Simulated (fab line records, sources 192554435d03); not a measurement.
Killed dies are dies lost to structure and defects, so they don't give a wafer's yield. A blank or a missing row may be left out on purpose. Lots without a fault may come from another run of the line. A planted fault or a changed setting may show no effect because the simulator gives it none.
fab line records | flow n5_finfet
record lots=24 wafers=72 last_day=20
route steps=1938 shown GATE_CUT@470 MOL_CONTACT_COAG@526
lots that met no fault: from a run of the same line without faults
start_h: hours from the record's first day to the start of the lot's first wafer shown | wait_h: hours since the lot's step before | " the same as in the row above | L1.1+2: a row that stands for several wafers | - no value, or no start given | * or withheld: withheld | < > ~ a bound
route shown NAME@n: a module of which the file shows steps, and the number in the route of the first | usual: mean/standard deviation of fault-free wafers | same: alike in all rows | chamber/n: place in a boat | sites: the reading at each site | _std_site: their standard deviation | _edge_site: outer sites' mean less inner sites' | radius_mm: how far each site lies from the wafer's centre | mask NAME#n: copy n | behind: the tool/chamber that last shaped the wafer | hold: why the lot was held/for how many hours/how that ended | device: the transistor (n, p or np) that didn't switch | end of line: the same wafers' tests at the end of the route | a step without rows: its recipe alone | killed: dies lost to structure and defects at the first sort, not the wafer's yield | map: a wafer's dies, x killed, . not, _ none there
set.NAME: the setting as run; set.NAME@STEP: as run at that earlier step | model.NAME: the simulator's own value behind a step, which no gauge read
steps of the route over a sample of lots; a table a step, a row a wafer
services: from which hour (start_h, from the record's first day; less than 0 if before it) a tool's chamber was out of use, for how many hours, and why
## steps
# step N5_GATE_CUT_STRIP_59
# recipe chemistry=N2/H2 time_s=20 power_w=100 temp_c=40 pressure_mtorr=100 rf_frequency_hz=6e+07 bias_power_w=3 n2_flow_sccm=300 h2_flow_sccm=300
# usual drypump_motor_current_A=5.8/0.35 oes_product_au=0.76/0.083 rf_vpp_V=45.2/0.85 showerhead_plenum_p_Torr=3.35/0.075 throttle_valve_pct=12.29/0.25
# columns lot.wafer tool chamber start_h wait_h drypump_motor_current_A oes_product_au rf_hours_counter_h rf_vpp_V showerhead_plenum_p_Torr throttle_valve_pct
L074.2 rie_diel-04 3 80.44 0.1 6.1 0.94 20 45.6 3.32 11.93
L074.4 " 0 " " 5.5 0.74 169 44.5 3.39 12.43
L074.6 " 1 " " 5.4 0.83 - 43.9 3.28 12.18
L075.2 rie_diel-04 1 86.89 0.1 5.4 0.83 61 44.7 3.28 12.21
L075.5 " 3 " " 6.1 0.93 - 45.4 3.32 11.91
L075.6 " 0 " " 5.6 0.74 - 46.8 3.39 12.41
L076.2 rie_diel-04 3 93.91 0.1 6.1 0.93 25 46.4 3.32 11.93
L076.3 " 0 " " 5.6 0.73 173 46.5 3.38 12.44
L076.4 " 1 " " 5.4 0.84 62 45.3 3.28 12.20
L077.2 rie_diel-04 0 99.28 0.1 5.6 0.73 175 43.7 3.38 12.45
L077.4 " 2 " " 6.0 0.72 198 44.2 3.34 12.15
L077.5 " 2 " " 5.9 0.72 - 46.6 3.34 12.13
L078.1 rie_diel-03 3 105.23 0.1 5.7 0.70 221 46.4 3.48 12.48
L078.2 " 1 " " 5.3 0.67 235 46.2 3.46 12.52
L078.6 " 1 " " 5.2 0.67 - 45.2 3.46 12.52
L079.2 rie_diel-03 2 110.58 0.1 5.7 0.69 212 44.6 3.34 12.62
L079.3 " 1 " " 5.2 0.67 237 45.0 3.46 12.52
L079.4 " 0 " " 5.5 0.75 149 45.2 3.25 12.49
L080.1 rie_diel-03 3 116.37 0.1 5.7 0.70 225 44.7 3.48 12.50
L080.3 " 1 " " 5.3 0.68 239 45.3 3.46 12.55
L080.4 " 2 " " 5.7 0.70 214 45.5 3.34 12.65
L081.3 rie_diel-03 1 122.78 0.1 5.3 0.66 241 44.5 3.45 12.56
L081.5 " 2 " " 5.7 0.69 - 45.1 3.34 12.64
L081.6 " 3 " " 5.7 0.69 - 44.4 3.48 12.47
L082.1 rie_diel-03 2 131.77 0.1 5.7 0.70 218 44.2 3.34 12.64
L082.3 " 3 " " 5.7 0.69 229 44.5 3.48 12.49
L082.5 " 1 " " 5.2 0.66 - 46.3 3.45 12.55
L083.3 rie_diel-02 1 132.88 0.1 6.4 0.73 176 45.6 3.36 12.10
L083.4 " 3 " " 5.6 0.95 10 46.2 3.57 11.85
L083.5 " 1 " " 6.4 0.74 - 44.6 3.36 12.10
L084.2 rie_diel-04 3 141.28 0.1 6.1 0.91 32 44.4 3.31 11.95
L084.5 " 0 " " 5.5 0.72 - 45.0 3.38 12.46
L084.6 " 3 " " 6.1 0.92 - 46.2 3.31 11.94
L085.1 rie_diel-03 1 148.08 0.1 5.2 0.66 249 45.6 3.45 12.56
L085.3 " 3 " " 5.6 0.69 235 44.8 3.47 12.53
L085.6 " 1 " " 5.3 0.67 - 46.3 3.45 12.56
L086.1 rie_diel-04 3 153.30 0.1 6.1 0.91 36 44.8 3.31 11.98
L086.5 " 3 " " 6.1 0.92 - 44.8 3.31 11.96
L086.6 " 2 " " 6.0 0.71 - 46.5 3.33 12.16
L087.1 rie_diel-03 0 157.59 0.1 5.4 0.74 166 42.8 3.24 12.52
L087.2 " 3 " " 5.7 0.69 239 45.4 3.47 12.50
L087.5 " 2 " " 5.7 0.69 - 45.1 3.33 12.68
L088.1 rie_diel-04 0 163.89 0.1 5.6 0.71 191 43.3 3.37 12.47
L088.2 " 1 " " 5.4 0.80 81 44.9 3.27 12.25
L088.4 " 2 " " 6.0 0.70 216 46.7 3.33 12.17
L089.3 rie_diel-04 0 173.30 0.1 5.6 0.71 194 46.6 3.37 12.49
L089.4 " 1 " " 5.4 0.81 84 44.3 3.27 12.25
L089.6 " 1 " " 5.4 0.81 - 44.9 3.27 12.25
L090.2 rie_diel-04 1 174.02 0.1 5.4 0.80 84 45.4 3.27 12.24
L090.4 " 0 " " 5.6 0.72 194 44.7 3.37 12.47
L090.5 " 0 " " 5.5 0.71 - 44.5 3.37 12.48
L091.3 rie_diel-04 3 182.85 0.1 6.1 0.89 43 45.0 3.31 12.01
L091.5 " 0 " " 5.5 0.71 - 44.3 3.37 12.50
L091.6 " 3 " " 6.1 0.90 - 46.5 3.31 11.99
L092.1 rie_diel-02 2 188.11 0.1 6.4 0.87 41 44.4 3.42 11.85
L092.3 " 1 " " 6.4 0.72 188 44.9 3.35 12.11
L092.5 " 2 " " 6.3 0.86 - 45.7 3.42 11.86
L093.3 rie_diel-02 3 191.88 0.1 5.6 0.89 31 44.7 3.56 11.89
L093.4 " 1 " " 6.4 0.72 189 45.1 3.35 12.12
L093.6 " 2 " " 6.4 0.86 - 44.7 3.42 11.87
L094.1 rie_diel-03 1 205.92 0.1 5.2 0.94 11 45.5 3.44 11.96
L094.4 " 0 " " 5.5 0.73 - 44.6 3.23 12.56
L094.5 " 1 " " 5.2 0.94 - 46.2 3.44 11.96
L095.3 rie_diel-04 0 210.49 0.1 5.5 0.71 205 45.0 3.37 12.51
L095.5 " 1 " " 5.5 0.80 - 45.1 3.27 12.29
L095.6 " 2 " " 6.0 0.69 - 44.6 3.32 12.21
L096.1 rie_diel-04 3 215.24 0.1 6.1 0.88 52 44.5 3.30 12.01
L096.5 " 2 " " 6.0 0.69 - 45.2 3.32 12.20
L096.6 " 3 " " 6.1 0.88 - 44.1 3.30 11.99
L097.4 rie_diel-02 3 218.34 0.1 5.5 0.87 38 45.3 3.55 11.92
L097.5 " 1 " " 6.4 0.71 - 45.9 3.35 12.17
L097.6 " 0 " " 6.3 0.70 - 46.5 3.34 12.28
# step N5_GATE_CUT_CD_MEAS_13
# recipe target_cd_nm=20 landing_energy_ev=500 detector=se_inlens
# usual cd_nm=20.10/0.25
# columns lot.wafer tool chamber start_h wait_h cd_nm
L074.2 cd_sem-02 0 83.59 - 20.41
L074.4 " 0 " " 19.87
L074.6 " 0 " " 20.04
L075.2 cd_sem-03 0 90.19 - 20.30
L075.5 " 0 " " 20.06
L075.6 " 0 " " 20.10
L076.2 cd_sem-03 0 98.42 - 20.10
L076.3 " 0 " " 20.35
L076.4 " 0 " " 20.21
L077.2 cd_sem-02 0 102.57 - 20.31
L077.4 " 0 " " 20.16
L077.5 " 0 " " 19.63
L078.1 cd_sem-02 0 108.50 - 20.25
L078.2 " 0 " " 20.72
L078.6 " 0 " " 19.92
L079.2 cd_sem-01 0 113.97 - 20.07
L079.3 " 0 " " 20.35
L079.4 " 0 " " 19.72
L080.1 cd_sem-03 0 119.65 - 20.37
L080.3 " 0 " " 20.55
L080.4 " 0 " " 20.33
L081.3 cd_sem-01 0 125.93 - 19.95
L081.5 " 0 " " 20.20
L081.6 " 0 " " 20.39
L082.1 cd_sem-02 0 134.95 - 20.02
L082.3 " 0 " " 19.69
L082.5 " 0 " " 20.32
L083.3 cd_sem-01 0 136.16 - 19.99
L083.4 " 0 " " 19.94
L083.5 " 0 " " 19.82
L084.2 cd_sem-01 0 144.56 - 20.11
L084.5 " 0 " " 20.15
L084.6 " 0 " " 20.07
L085.1 cd_sem-01 0 151.23 - 19.69
L085.3 " 0 " " 20.30
L085.6 " 0 " " 20.04
L086.1 cd_sem-02 0 156.47 - 20.10
L086.5 " 0 " " 19.75
L086.6 " 0 " " 20.27
L087.1 cd_sem-03 0 160.97 - 20.10
L087.2 " 0 " " 20.19
L087.5 " 0 " " 20.07
L088.1 cd_sem-02 0 167.17 - 19.92
L088.2 " 0 " " 20.26
L088.4 " 0 " " 20.07
L089.3 cd_sem-01 0 176.46 - 20.13
L089.4 " 0 " " 20.55
L089.6 " 0 " " 20.29
L090.2 cd_sem-01 0 177.18 - 20.27
L090.4 " 0 " " 19.64
L090.5 " 0 " " 19.82
L091.3 cd_sem-01 0 186.01 - 20.01
L091.5 " 0 " " 19.78
L091.6 " 0 " " 20.01
L092.1 cd_sem-03 0 191.40 - 20.48
L092.3 " 0 " " 19.47
L092.5 " 0 " " 19.63
L093.3 cd_sem-03 0 195.16 - 19.77
L093.4 " 0 " " 19.95
L093.6 " 0 " " 19.88
L094.1 cd_sem-03 0 211.63 - 20.06
L094.4 " 0 " " 20.03
L094.5 " 0 " " 20.41
L095.3 cd_sem-01 0 213.64 - 19.87
L095.5 " 0 " " 20.21
L095.6 " 0 " " 20.32
L096.1 cd_sem-01 0 218.43 - 19.57
L096.5 " 0 " " 19.86
L096.6 " 0 " " 19.99
L097.4 cd_sem-02 0 221.65 - 19.88
L097.5 " 0 " " 20.45
L097.6 " 0 " " 20.37
# step N5_GATE_CUT_HM_OPEN_40
# recipe chemistry=C4F6/O2 target=SiO2 mask_material=SiARC target_depth_a=1390 time_s=85.1 ion_energy_ev=250 pressure_mtorr=30 source_w=345 bias_w=185 Ar_flow_sccm=300 C4F6_flow_sccm=10 O2_flow_sccm=10 ends=cleared
# usual C4F6_flow_sccm=10.00/0.031 drypump_motor_current_A=5.8/0.38 etch_rf_on_time_s=94.5/2.2 oes_f_703_au=0.77/0.085 oes_product_au=0.69/0.082 rf_vpp_V=661/10 showerhead_plenum_p_Torr=2.84/0.069 throttle_valve_pct=20.97/0.25
# columns lot.wafer tool chamber start_h wait_h C4F6_flow_sccm drypump_motor_current_A etch_rf_on_time_s oes_f_703_au oes_product_au rf_hours_counter_h rf_vpp_V showerhead_plenum_p_Torr throttle_valve_pct
L074.2 rie_diel-03 3 83.88 0.0 10.02 5.7 96.2 0.70 0.63 214 659 2.92 21.05
L074.4 " 1 " " 10.02 5.2 96.3 0.67 0.61 227 653 2.92 21.27
L074.6 " 1 " " 10.00 5.2 96.5 0.67 0.60 - 653 2.92 21.27
L075.2 rie_diel-02 1 90.47 0.0 10.02 6.4 92.1 0.73 0.67 160 668 2.84 20.75
L075.5 " 2 " " 9.99 6.3 94.4 0.92 0.84 - 664 2.89 20.56
L075.6 " 0 " " 9.97 6.3 92.9 0.77 0.68 - 667 2.82 20.75
L076.2 rie_diel-02 1 98.70 0.0 10.03 6.4 93.5 0.73 0.66 164 668 2.84 20.75
L076.3 " 0 " " 10.06 6.3 90.9 0.76 0.67 157 668 2.82 20.76
L076.4 " 1 " " 10.05 6.4 93.0 0.73 0.67 - 668 2.84 20.74
L077.2 rie_diel-03 0 103.26 0.0 10.00 5.5 95.8 0.75 0.67 147 654 2.74 21.21
L077.4 " 2 " " 9.97 5.7 99.7 0.71 0.63 209 679 2.84 21.36
L077.5 " 0 " " 10.01 5.5 98.6 0.76 0.67 - 655 2.74 21.22
L078.1 rie_diel-03 3 108.86 0.0 10.00 5.7 98.1 0.69 0.62 222 660 2.92 21.04
L078.2 " 0 " " 10.03 5.5 94.5 0.76 0.68 148 657 2.74 21.22
L078.6 " 0 " " 10.02 5.5 96.1 0.76 0.68 - 657 2.74 21.23
L079.2 rie_diel-02 2 114.45 0.0 10.01 6.4 93.8 0.88 0.83 16 665 2.89 20.57
L079.3 " 3 " " 10.00 5.5 92.3 0.91 0.86 5 660 3.01 20.67
L079.4 " 0 " " 10.03 6.3 94.5 0.75 0.67 163 667 2.81 20.76
L080.1 rie_diel-04 2 119.94 0.0 10.08 6.0 95.0 0.72 0.65 201 678 2.83 20.82
L080.3 " 0 " " 9.96 5.5 92.6 0.76 0.66 177 659 2.82 20.86
L080.4 " 1 " " 9.96 5.4 93.2 0.83 0.75 - 644 2.77 20.98
L081.3 rie_diel-02 2 126.22 0.0 10.00 6.3 93.6 0.87 0.80 20 663 2.89 20.58
L081.5 " 2 " " 10.01 6.4 93.1 0.88 0.81 - 666 2.89 20.57
L081.6 " 1 " " 9.99 6.5 91.9 0.71 0.66 - 670 2.84 20.78
L082.1 rie_diel-02 3 135.24 0.0 10.01 5.5 94.4 0.89 0.84 11 660 3.01 20.68
L082.3 " 0 " " 10.01 6.3 94.7 0.76 0.66 169 668 2.81 20.78
L082.5 " 0 " " 10.01 6.3 95.9 0.75 0.66 - 667 2.81 20.76
L083.3 rie_diel-03 3 136.44 0.0 9.98 5.7 95.6 0.69 0.62 231 658 2.92 21.06
L083.4 " 2 " " 10.03 5.7 95.7 0.70 0.63 219 678 2.83 21.39
L083.5 " 1 " " 10.02 5.3 98.9 0.65 0.60 - 654 2.92 21.28
L084.2 rie_diel-04 3 144.85 0.0 10.04 6.1 93.1 0.92 0.82 33 652 2.79 20.75
L084.5 " 2 " " 9.96 6.0 96.8 0.71 0.64 - 678 2.83 20.80
L084.6 " 3 " " 9.98 6.1 93.6 0.93 0.82 - 652 2.79 20.74
L085.1 rie_diel-03 3 151.52 0.0 9.99 5.7 96.1 0.68 0.62 236 660 2.91 21.07
L085.3 " 0 " " 9.99 5.5 92.2 0.75 0.67 162 657 2.74 21.24
L085.6 " 0 " " 10.02 5.5 94.1 0.74 0.68 - 656 2.74 21.24
L086.1 rie_diel-03 2 156.78 0.0 9.99 5.7 94.5 0.70 0.62 227 678 2.83 21.39
L086.5 " 0 " " 9.95 5.4 95.0 0.74 0.66 - 656 2.74 21.23
L086.6 " 2 " " 9.96 5.7 95.8 0.69 0.62 - 677 2.83 21.41
L087.1 rie_diel-02 0 161.46 0.0 10.04 6.3 93.8 0.74 0.66 178 668 2.81 20.78
L087.2 " 2 " " 9.95 6.3 94.7 0.86 0.79 30 664 2.88 20.60
L087.5 " 2 " " 10.04 6.3 96.5 0.86 0.79 - 663 2.88 20.60
L088.1 rie_diel-03 0 167.56 0.0 10.00 5.5 91.0 0.73 0.66 170 655 2.73 21.25
L088.2 " 2 " " 9.98 5.7 95.2 0.69 0.62 232 677 2.83 21.39
L088.4 " 0 " " 10.03 5.5 92.7 0.74 0.67 - 655 2.73 21.26
L089.3 rie_diel-03 0 176.74 0.0 10.04 5.5 94.7 0.73 0.65 173 657 2.73 21.24
L089.4 " 1 " " 10.00 5.2 95.7 0.94 0.87 2 652 2.91 20.94
L089.6 " 0 " " 10.03 5.5 96.0 0.74 0.66 - 656 2.73 21.25
L090.2 rie_diel-03 0 177.68 0.0 10.01 5.5 91.5 0.74 0.66 173 655 2.73 21.26
L090.4 " 1 " " 10.06 5.2 91.8 0.94 0.87 2 654 2.91 20.96
L090.5 " 2 " " 10.01 5.7 96.5 0.68 0.61 - 677 2.82 21.41
L091.3 rie_diel-04 1 186.30 0.0 10.02 5.4 90.8 0.81 0.73 88 643 2.76 21.01
L091.5 " 2 " " 10.00 6.0 97.4 0.71 0.63 - 679 2.82 20.82
L091.6 " 1 " " 9.95 5.4 93.3 0.81 0.73 - 642 2.76 21.03
L092.1 rie_diel-04 3 191.69 0.0 9.95 6.1 92.7 0.90 0.80 46 651 2.78 20.76
L092.3 " 0 " " 9.99 5.5 94.4 0.74 0.64 199 658 2.81 20.91
L092.5 " 3 " " 9.99 6.1 95.5 0.90 0.80 - 652 2.79 20.76
L093.3 rie_diel-04 2 195.67 0.0 10.00 6.0 93.0 0.70 0.64 225 677 2.82 20.82
L093.4 " 0 " " 10.01 5.5 94.6 0.74 0.64 201 661 2.81 20.91
L093.6 " 3 " " 10.03 6.0 93.2 0.90 0.80 - 652 2.78 20.77
L094.1 rie_diel-03 0 211.91 0.0 10.02 5.5 92.9 0.72 0.66 184 656 2.73 21.27
L094.4 " 0 " " 10.03 5.5 93.1 0.73 0.66 - 656 2.73 21.25
L094.5 " 1 " " 10.02 5.2 93.5 0.90 0.84 - 653 2.91 20.96
L095.3 rie_diel-04 3 213.93 0.0 10.02 6.0 92.5 0.89 0.80 52 651 2.78 20.78
L095.5 " 1 " " 10.01 5.4 92.7 0.80 0.72 - 643 2.75 21.02
L095.6 " 2 " " 9.98 6.0 95.1 0.70 0.63 - 677 2.82 20.82
L096.1 rie_diel-03 2 218.78 0.0 9.99 5.7 94.9 0.68 0.62 245 677 2.82 21.42
L096.5 " 0 " " 9.97 5.5 92.7 0.73 0.66 - 656 2.73 21.28
L096.6 " 3 " " 9.94 5.7 95.9 0.92 0.85 - 658 2.91 20.73
L097.4 rie_diel-04 2 221.93 0.0 10.05 6.0 97.9 0.69 0.63 231 677 2.82 20.85
L097.5 " 2 " " 9.99 6.0 97.2 0.70 0.63 - 677 2.82 20.84
L097.6 " 1 " " 10.00 5.4 93.8 0.80 0.72 - 643 2.75 21.02
# step N5_GATE_CUT_VAPOR_ETCH_48
# recipe chemistry=BCl3/Cl2 target=TiN mode=isotropic
# usual drypump_motor_current_A=5.9/0.3 oes_product_au=0.85/0.064
# columns lot.wafer tool chamber start_h wait_h drypump_motor_current_A oes_product_au
L074.2 rie_metal-03 1 84.29 0.0 5.9 0.88
L074.4 " 1 " " 5.9 0.88
L074.6 " 1 " " 6.0 0.88
L075.2 rie_metal-02 0 90.88 0.0 6.2 0.96
L075.5 " 0 " " 6.2 0.96
L075.6 " 1 " " 5.3 0.90
L076.2 rie_metal-01 1 99.30 0.1 6.2 0.84
L076.3 " 1 " " 6.2 0.83
L076.4 " 1 " " 6.2 0.83
L077.2 rie_metal-03 0 103.67 0.0 6.0 0.76
L077.4 " 0 " " 6.0 0.77
L077.5 " 1 " " 6.0 0.87
L078.1 rie_metal-02 0 109.26 0.0 6.2 0.94
L078.2 " 1 " " 5.3 0.89
L078.6 " 0 " " 6.2 0.94
L079.2 rie_metal-03 0 114.86 0.0 6.0 0.77
L079.3 " 0 " " 6.0 0.77
L079.4 " 1 " " 5.9 0.86
L080.1 rie_metal-03 0 120.35 0.0 5.9 0.77
L080.3 " 0 " " 6.0 0.77
L080.4 " 1 " " 6.0 0.86
L081.3 rie_metal-02 1 126.63 0.0 5.3 0.88
L081.5 " 0 " " 6.2 0.92
L081.6 " 1 " " 5.3 0.88
L082.1 rie_metal-01 1 135.83 0.1 6.2 0.81
L082.3 " 1 " " 6.2 0.81
L082.5 " 1 " " 6.2 0.81
L083.3 rie_metal-02 0 136.86 0.0 6.2 0.92
L083.4 " 1 " " 5.3 0.88
L083.5 " 0 " " 6.2 0.92
L084.2 rie_metal-01 1 145.44 0.1 6.2 0.80
L084.5 " 1 " " 6.2 0.81
L084.6 " 1 " " 6.2 0.81
L085.1 rie_metal-02 0 151.93 0.0 6.2 0.92
L085.3 " 0 " " 6.2 0.92
L085.6 " 1 " " 5.3 0.86
L086.1 rie_metal-01 1 157.37 0.1 6.2 0.81
L086.5 " 1 " " 6.2 0.81
L086.6 " 1 " " 6.2 0.81
L087.1 rie_metal-03 0 161.87 0.0 6.0 0.75
L087.2 " 1 " " 6.0 0.84
L087.5 " 0 " " 6.0 0.74
L088.1 rie_metal-01 0 167.97 0.0 5.6 0.98
L088.2 " 1 " " 6.2 0.80
L088.4 " 1 " " 6.2 0.80
L089.3 rie_metal-03 0 177.16 0.0 6.0 0.75
L089.4 " 1 " " 5.9 0.83
L089.6 " 1 " " 6.0 0.84
L090.2 rie_metal-01 1 178.09 0.0 6.2 0.80
L090.4 " 1 " " 6.2 0.80
L090.5 " 0 " " 5.6 0.96
L091.3 rie_metal-02 0 186.72 0.0 6.2 0.90
L091.5 " 0 " " 6.2 0.90
L091.6 " 1 " " 5.3 0.85
L092.1 rie_metal-01 0 192.10 0.0 5.6 0.94
L092.3 " 0 " " 5.6 0.94
L092.5 " 0 " " 5.6 0.94
L093.3 rie_metal-03 1 196.09 0.0 5.9 0.83
L093.4 " 0 " " 6.0 0.75
L093.6 " 1 " " 6.0 0.83
L094.1 rie_metal-01 0 212.32 0.0 5.6 0.93
L094.4 " 0 " " 5.6 0.93
L094.5 " 0 " " 5.6 0.92
L095.3 rie_metal-01 1 214.34 0.0 6.2 0.79
L095.5 " 1 " " 6.2 0.79
L095.6 " 0 " " 5.6 0.92
L096.1 rie_metal-03 0 219.18 0.0 6.0 0.74
L096.5 " 0 " " 6.0 0.73
L096.6 " 1 " " 6.0 0.83
L097.4 rie_metal-01 1 222.35 0.0 6.2 0.80
L097.5 " 1 " " 6.2 0.79
L097.6 " 0 " " 5.6 0.91
# step N5_GATE_CUT_CMP_43
# recipe material=SiO2 post_cmp_clean=rinse_only
# usual motor_current_A=12.3/1.2
# columns lot.wafer tool chamber start_h wait_h motor_current_A
L074.2 cmp-03 0 86.63 0.1 10.9
L074.4 " 2 " " 13.1
L074.6 " 0 " " 10.7
L075.2 cmp-03 3 93.04 0.1 13.3
L075.6 " 2 " " 12.7
L075.5 " 3 " " 12.4
L076.4 cmp-04 2 101.50 0.0 13.4
L076.3 " 3 " " 13.0
L076.2 " 1 " " 13.1
L077.2 cmp-03 2 105.76 0.0 12.5
L077.4 " 0 " " 10.6
L077.5 " 3 " " 12.7
L078.2 cmp-03 2 111.85 0.2 12.6
L078.1 " 3 " " 12.5
L078.6 " 1 " " 11.0
L079.2 cmp-01 1 117.41 0.1 11.6
L079.3 " 2 " " 12.3
L079.4 " 3 " " 12.6
L080.3 cmp-01 3 122.43 0.0 12.1
L080.4 " 0 " " 9.0
L080.1 " 2 " " 12.2
L081.3 cmp-04 3 128.94 0.3 12.9
L081.5 " 0 " " 12.8
L081.6 " 1 " " 13.7
L082.3 cmp-03 2 138.15 0.2 12.9
L082.1 " 3 " " 12.1
L082.5 " 1 " " 11.7
L083.3 cmp-03 3 139.42 0.0 13.0
L083.4 " 1 " " 11.5
L083.5 " 3 " " 12.0
L084.2 cmp-04 1 147.60 0.0 13.9
L084.5 " 1 " " 14.3
L084.6 " 2 " " 13.5
L085.3 cmp-01 1 154.09 0.1 12.6
L085.1 " 2 " " 11.7
L085.6 " 0 " " 9.3
L086.1 cmp-03 2 159.55 0.0 12.7
L086.5 " 2 " " 11.4
L086.6 " 3 " " 12.4
L087.2 cmp-04 0 163.95 0.0 13.3
L087.1 " 1 " " 13.7
L087.5 " 0 " " 13.7
L088.2 cmp-04 3 170.13 0.1 13.1
L088.1 " 0 " " 12.9
L088.4 " 1 " " 14.0
L089.3 cmp-03 1 179.24 0.0 11.3
L089.4 " 0 " " 11.0
L089.6 " 1 " " 12.0
L090.4 cmp-01 3 181.45 0.0 12.7
L090.2 " 2 " " 11.1
L090.5 " 3 " " 12.7
L091.3 cmp-03 1 188.87 0.1 12.3
L091.5 " 0 " " 11.6
L091.6 " 1 " " 12.0
L092.3 cmp-04 2 196.11 0.2 13.5
L092.1 " 3 " " 13.9
L092.5 " 1 " " 13.4
L093.3 cmp-03 1 198.16 0.0 11.1
L093.4 " 0 " " 10.9
L093.6 " 2 " " 12.8
L094.4 cmp-04 2 214.66 0.0 13.7
L094.1 " 1 " " 13.6
L094.5 " 2 " " 13.1
L095.3 cmp-04 2 216.57 0.2 13.1
L095.5 " 0 " " 13.0
L095.6 " 1 " " 14.3
L096.1 cmp-04 0 221.52 0.2 13.5
L096.6 " 2 " " 13.2
L096.5 " 3 " " 12.7
L097.4 cmp-01 2 225.67 0.0 11.4
L097.5 " 2 " " 11.1
L097.6 " 3 " " 12.6
# step N5_MOL_CONTACT_COAG_CD_MEAS_08
# recipe target_cd_nm=28 landing_energy_ev=500 detector=se_inlens polarity=opening
# usual cd_nm=28.07/0.28
# columns lot.wafer tool chamber start_h wait_h cd_nm
L074.2 cd_sem-02 0 87.56 - 28.43
L074.4 " 0 " " 28.04
L074.6 " 0 " " 27.84
L075.2 cd_sem-03 0 94.10 - 28.18
L075.5 " 0 " " 28.11
L075.6 " 0 " " 28.10
L076.2 cd_sem-03 0 102.52 - 27.79
L076.3 " 0 " " 27.94
L076.4 " 0 " " 27.64
L077.2 cd_sem-01 0 106.77 - 28.28
L077.4 " 0 " " 28.29
L077.5 " 0 " " 27.88
L078.1 cd_sem-01 0 112.82 - 28.05
L078.2 " 0 " " 27.94
L078.6 " 0 " " 28.09
L079.2 cd_sem-01 0 118.46 - 28.29
L079.3 " 0 " " 28.02
L079.4 " 0 " " 28.13
L080.1 cd_sem-02 0 123.44 - 27.73
L080.3 " 0 " " 27.87
L080.4 " 0 " " 27.90
L081.3 cd_sem-02 0 129.71 - 28.00
L081.5 " 0 " " 28.19
L081.6 " 0 " " 28.35
L082.1 cd_sem-03 0 139.13 - 27.82
L082.3 " 0 " " 27.61
L082.5 " 0 " " 27.85
L083.3 cd_sem-02 0 140.44 - 28.79
L083.4 " 0 " " 27.90
L083.5 " 0 " " 28.47
L084.2 cd_sem-02 0 148.61 - 27.70
L084.5 " 0 " " 27.89
L084.6 " 0 " " 27.97
L085.1 cd_sem-03 0 155.14 - 28.17
L085.3 " 0 " " 28.13
L085.6 " 0 " " 28.53
L086.1 cd_sem-01 0 160.55 - 27.94
L086.5 " 0 " " 27.70
L086.6 " 0 " " 28.13
L087.1 cd_sem-03 0 164.96 - 28.25
L087.2 " 0 " " 28.37
L087.5 " 0 " " 28.18
L088.1 cd_sem-01 0 171.06 - 28.09
L088.2 " 0 " " 27.53
L088.4 " 0 " " 27.85
L089.3 cd_sem-03 0 180.37 - 28.41
L089.4 " 0 " " 27.99
L089.6 " 0 " " 28.08
L090.2 cd_sem-03 0 182.59 - 28.28
L090.4 " 0 " " 28.42
L090.5 " 0 " " 28.13
L091.3 cd_sem-02 0 189.96 - 28.09
L091.5 " 0 " " 27.95
L091.6 " 0 " " 28.36
L092.1 cd_sem-03 0 197.08 - 28.14
L092.3 " 0 " " 28.11
L092.5 " 0 " " 28.41
L093.3 cd_sem-03 0 200.37 - 28.07
L093.4 " 0 " " 28.48
L093.6 " 0 " " 27.84
L094.1 cd_sem-01 0 215.80 - 27.65
L094.4 " 0 " " 28.25
L094.5 " 0 " " 28.12
L095.3 cd_sem-03 0 217.47 - 28.04
L095.5 " 0 " " 27.92
L095.6 " 0 " " 28.17
L096.1 cd_sem-03 0 222.49 - 28.40
L096.5 " 0 " " 28.58
L096.6 " 0 " " 28.46
L097.4 cd_sem-02 0 226.81 - 27.96
L097.5 " 0 " " 27.40
L097.6 " 0 " " 27.76
## services
# columns tool chamber start_h hours kind
rie_metal-02 - 56.52 0.3 repair
cmp-04 - 56.91 11.9 pm
cmp-03 - 57.43 4.0 pm
cmp-01 - 64.01 1.9 repair
rie_diel-04 2 70.08 5.8 repair
rie_diel-02 3 81.94 4.4 repair
cmp-04 - 102.28 0.7 repair
rie_diel-04 - 105.48 12.2 repair
rie_diel-02 0 117.33 3.4 repair
rie_diel-04 3 118.63 9.4 repair
rie_metal-01 - 125.10 0.7 repair
cmp-01 - 125.49 4.0 pm
rie_metal-02 0 137.10 13.2 repair
rie_metal-01 - 137.60 1.4 pm
rie_metal-02 - 138.44 0.5 repair
cmp-01 - 150.71 1.7 repair
rie_diel-02 1 157.61 19.4 repair
rie_diel-04 - 165.30 1.5 repair
rie_metal-03 0 166.05 1.4 repair
cmp-04 - 175.51 0.9 repair
cmp-01 - 187.08 7.0 pm
rie_metal-03 0 187.29 8.3 repair
rie_diel-03 3 204.86 4.9 repair
rie_diel-03 2 206.36 7.5 repair
## key
fault none
